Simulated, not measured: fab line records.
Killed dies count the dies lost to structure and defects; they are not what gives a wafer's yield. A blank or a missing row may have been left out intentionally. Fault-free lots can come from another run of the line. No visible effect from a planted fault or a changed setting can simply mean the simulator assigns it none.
What tool caused it? | flow nandHarc | 14 lots with 42 wafers sampled at 4 steps, on a route of 1159 steps

## WHAT EACH GAUGE READ, for each wafer
Not one reading of a measure or inspect step in the record can be checked against a usual standard deviation.

## WHICH TOOL RAN EACH LOT (tool, then ch and the chambers of the sampled wafers, then the start)
lot  | NHARC_P_M1_ANNEAL_31            | NHARC_P_M1_CMP_23             | NHARC_P_M2_DESCUM_14              | NHARC_P_M2_ETCH_28
L411 | rtpAnneal-02 ch 0, day 6 13:56  | cmp-03 ch 2,3, day 6 14:17    | rieDiel-11 ch 0,1, day 6 16:13    | rieDiel-11 ch 1,2,3, day 6 16:49
L410 | rtpAnneal-02 ch 0, day 6 16:10  | cmp-01 ch 0,2, day 6 16:29    | rieDiel-11 ch 0,1,3, day 6 18:30  | rieDiel-11 ch 0,3, day 6 19:07
L412 | rtpAnneal-02 ch 0, day 6 23:28  | cmp-03 ch 0,1,2, day 6 23:47  | rieDiel-11 ch 0,1,3, day 7 01:43  | rieDiel-11 ch 0,2,3, day 7 02:20
L414 | rtpAnneal-01 ch 0, day 7 02:34  | cmp-04 ch 0,2, day 7 02:57    | rieDiel-11 ch 1,2,3, day 7 04:59  | rieDiel-12 ch 2,3, day 7 05:44
L413 | rtpAnneal-02 ch 0, day 7 03:23  | cmp-03 ch 0,1, day 7 03:40    | rieDiel-11 ch 0,1, day 7 05:54    | rieDiel-11 ch 0,3, day 7 06:31
L415 | rtpAnneal-01 ch 0, day 7 07:46  | cmp-01 ch 0,2,3, day 7 08:02  | rieDiel-11 ch 1,2,3, day 7 10:10  | rieDiel-11 ch 1,2,3, day 7 10:52
L424 | rtpAnneal-01 ch 0, day 9 03:04  | cmp-01 ch 0,1, day 9 03:24    | rieDiel-12 ch 0,1,2, day 9 05:29  | rieDiel-12 ch 0,1,2, day 9 06:41
L426 | rtpAnneal-02 ch 0, day 10 04:19 | cmp-01 ch 0,1,2, day 10 04:40 | rieDiel-12 ch 0,1,3, day 10 06:44 | rieDiel-11 ch 0,1,3, day 10 07:21
L429 | rtpAnneal-02 ch 0, day 10 19:51 | cmp-01 ch 0,2,3, day 10 20:09 | rieDiel-12 ch 1,2,3, day 10 22:09 | rieDiel-11 ch 0,3, day 10 22:46
L428 | rtpAnneal-02 ch 0, day 11 00:17 | cmp-04 ch 0,3, day 11 00:40   | rieDiel-11 ch 2,3, day 11 02:33   | rieDiel-11 ch 0,2,3, day 11 03:15
L430 | rtpAnneal-02 ch 0, day 11 00:53 | cmp-03 ch 2,3, day 11 01:14   | rieDiel-12 ch 0,3, day 11 03:26   | rieDiel-12 ch 2,3, day 11 04:04
L432 | rtpAnneal-01 ch 0, day 11 09:25 | cmp-01 ch 1,2, day 11 09:47   | rieDiel-11 ch 0,2,3, day 11 12:04 | rieDiel-12 ch 1,2, day 11 12:43
L431 | rtpAnneal-02 ch 0, day 11 09:47 | cmp-04 ch 0,1,2, day 11 10:04 | rieDiel-11 ch 0,1,2, day 11 12:14 | rieDiel-11 ch 0,1, day 11 12:51
L433 | rtpAnneal-01 ch 0, day 11 16:43 | cmp-01 ch 0,1,3, day 11 17:07 | rieDiel-11 ch 1,2, day 11 18:58   | rieDiel-11 ch 0,2,3, day 11 19:35
- NHARC_P_M1_ANNEAL_31: time 90 s.
- NHARC_P_M1_CMP_23: polishes, t overpolish 20 s, target thk 157.82 nm.
- NHARC_P_M2_DESCUM_14: chemistry O2, time 3 s.
- NHARC_P_M2_ETCH_28: etches the open film in CF4/N2, target depth 30 nm, time 72.99 s.

## WHAT THE TOOLS THEMSELVES READ (means of the sampled wafers that have a number; where no wafer has one, the mark that the record gives instead)
NHARC_P_M1_ANNEAL_31.
lot  | tool         | annealTempCMax | wafer_temp_C_max
L411 | rtpAnneal-02 | 225.65         | 226.33
L410 | rtpAnneal-02 | 225.47         | 226.33
L412 | rtpAnneal-02 | 225.60         | 226.14
L414 | rtpAnneal-01 | 225.78         | 225.92
L413 | rtpAnneal-02 | 225.63         | 226.32
L415 | rtpAnneal-01 | 225.87         | 225.92
L424 | rtpAnneal-01 | 226.20         | 225.85
L426 | rtpAnneal-02 | 225.72         | 226.01
L429 | rtpAnneal-02 | 225.55         | 226.43
L428 | rtpAnneal-02 | 225.59         | 226.06
L430 | rtpAnneal-02 | 225.82         | 226.21
L432 | rtpAnneal-01 | 226.06         | 226.00
L431 | rtpAnneal-02 | 225.80         | 226.02
L433 | rtpAnneal-01 | 225.95         | 225.75

NHARC_P_M1_CMP_23.
lot  | tool   | motorCurrentA (A) | timeToEndpointS (s)
L411 | cmp-03 | 13.2              | 28
L410 | cmp-01 | 11.7              | 30
L412 | cmp-03 | 11.5              | 29
L414 | cmp-04 | 13.5              | 28
L413 | cmp-03 | 11.2              | 29
L415 | cmp-01 | 11.2              | 29
L424 | cmp-01 | 12.1              | 30
L426 | cmp-01 | 11.7              | 31
L429 | cmp-01 | 11.4              | 32
L428 | cmp-04 | 11.9              | 34
L430 | cmp-03 | 13.4              | 25
L432 | cmp-01 | 10.7              | 32
L431 | cmp-04 | 12.7              | 31
L433 | cmp-01 | 11.7              | 29

NHARC_P_M2_DESCUM_14.
lot  | tool       | drypumpMotorCurrentA (A) | oesProductAu (a.u.) | rfVppV (V) | showerheadPlenumPTorr (Torr) | throttleValvePct (%)
L411 | rieDiel-11 | 5.5                      | 0.990               | 58.4       | 1.97                         | 11.319
L410 | rieDiel-11 | 5.7                      | 1.005               | 57.9       | 1.99                         | 11.307
L412 | rieDiel-11 | 5.7                      | 1.005               | 57.3       | 1.99                         | 11.312
L414 | rieDiel-11 | 5.8                      | 1.011               | 57.7       | 1.95                         | 11.296
L413 | rieDiel-11 | 5.4                      | 1.013               | 58.3       | 1.96                         | 11.303
L415 | rieDiel-11 | 5.8                      | 1.007               | 57.9       | 1.95                         | 11.312
L424 | rieDiel-12 | 6.0                      | 1.000               | 57.4       | 1.90                         | 11.324
L426 | rieDiel-12 | 6.3                      | 1.006               | 56.7       | 1.86                         | 11.305
L429 | rieDiel-12 | 5.9                      | 1.015               | 57.5       | 1.87                         | 11.315
L428 | rieDiel-11 | 5.9                      | 0.996               | 58.1       | 1.91                         | 11.300
L430 | rieDiel-12 | 6.5                      | 1.004               | 57.7       | 1.86                         | 11.312
L432 | rieDiel-11 | 5.8                      | 0.997               | 57.8       | 1.95                         | 11.316
L431 | rieDiel-11 | 5.6                      | 1.003               | 56.6       | 1.92                         | 11.301
L433 | rieDiel-11 | 5.5                      | 1.022               | 58.3       | 1.92                         | 11.307

NHARC_P_M2_ETCH_28.
lot  | tool       | cf4FlowSccm (sccm) | drypumpMotorCurrentA (A) | oesProductAu (a.u.) | rfVppV (V) | showerheadPlenumPTorr (Torr) | throttleValvePct (%)
L411 | rieDiel-11 | 49.99              | 5.8                      | 1.020               | 314.6      | 2.67                         | 19.791
L410 | rieDiel-11 | 49.97              | 6.0                      | 0.995               | 315.7      | 2.76                         | 19.787
L412 | rieDiel-11 | 50.17              | 5.9                      | 0.985               | 314.3      | 2.68                         | 19.798
L414 | rieDiel-12 | 50.10              | 6.0                      | 1.016               | 313.0      | 2.53                         | 19.792
L413 | rieDiel-11 | 49.98              | 5.8                      | 0.880               | 315.6      | 2.73                         | 19.801
L415 | rieDiel-11 | 50.10              | 5.7                      | 0.887               | 314.6      | 2.67                         | 19.787
L424 | rieDiel-12 | 50.08              | 6.0                      | 0.997               | 313.3      | 2.61                         | 19.798
L426 | rieDiel-11 | 49.93              | 5.7                      | 1.020               | 316.1      | 2.72                         | 19.792
L429 | rieDiel-11 | 49.91              | 5.8                      | 0.999               | 315.9      | 2.73                         | 19.796
L428 | rieDiel-11 | 49.73              | 5.8                      | 0.994               | 315.5      | 2.68                         | 19.791
L430 | rieDiel-12 | 50.00              | 5.7                      | 0.994               | 313.5      | 2.58                         | 19.800
L432 | rieDiel-12 | 49.87              | 5.6                      | 0.999               | 314.4      | 2.62                         | 19.790
L431 | rieDiel-11 | 50.11              | 5.4                      | 1.019               | 315.2      | 2.68                         | 19.787
L433 | rieDiel-11 | 50.06              | 5.9                      | 0.996               | 315.1      | 2.68                         | 19.805

## THE ANSWER, worked out from the rows above alone
Rule: the usual values come from the lots themselves. The widest of any qualifying gaps counts: lots, ordered by their means at a reading, are off when they make up no more than a third of the lots, leave a main group of 4 or more, and stand apart from it by 3 or more times the standard deviation of that group's means. If all means in a main group match to the digits the tables above print for the reading, that group is not used. A lot without any number at a reading at which 4 lots or more have one is off too. The other lots that the step has rows for count as sound. First the gauges in route order, then the tools' own readings, where a lot's mean is used as printed above. At the first step where some lot is off, the reading lying furthest off is the one used; lots without a number count as furthest.
Off at NHARC_P_M2_ETCH_28 (oesProductAu): L413, L415. The main group: mean 1.003 a.u., standard deviation 0.012.
A tool fits if, at that step or a process step before it, it ran every lot that is off, and no sound lot after the first of them. Not one of the candidates tried fits.

## WHAT THE SIMULATOR HAD INSERTED
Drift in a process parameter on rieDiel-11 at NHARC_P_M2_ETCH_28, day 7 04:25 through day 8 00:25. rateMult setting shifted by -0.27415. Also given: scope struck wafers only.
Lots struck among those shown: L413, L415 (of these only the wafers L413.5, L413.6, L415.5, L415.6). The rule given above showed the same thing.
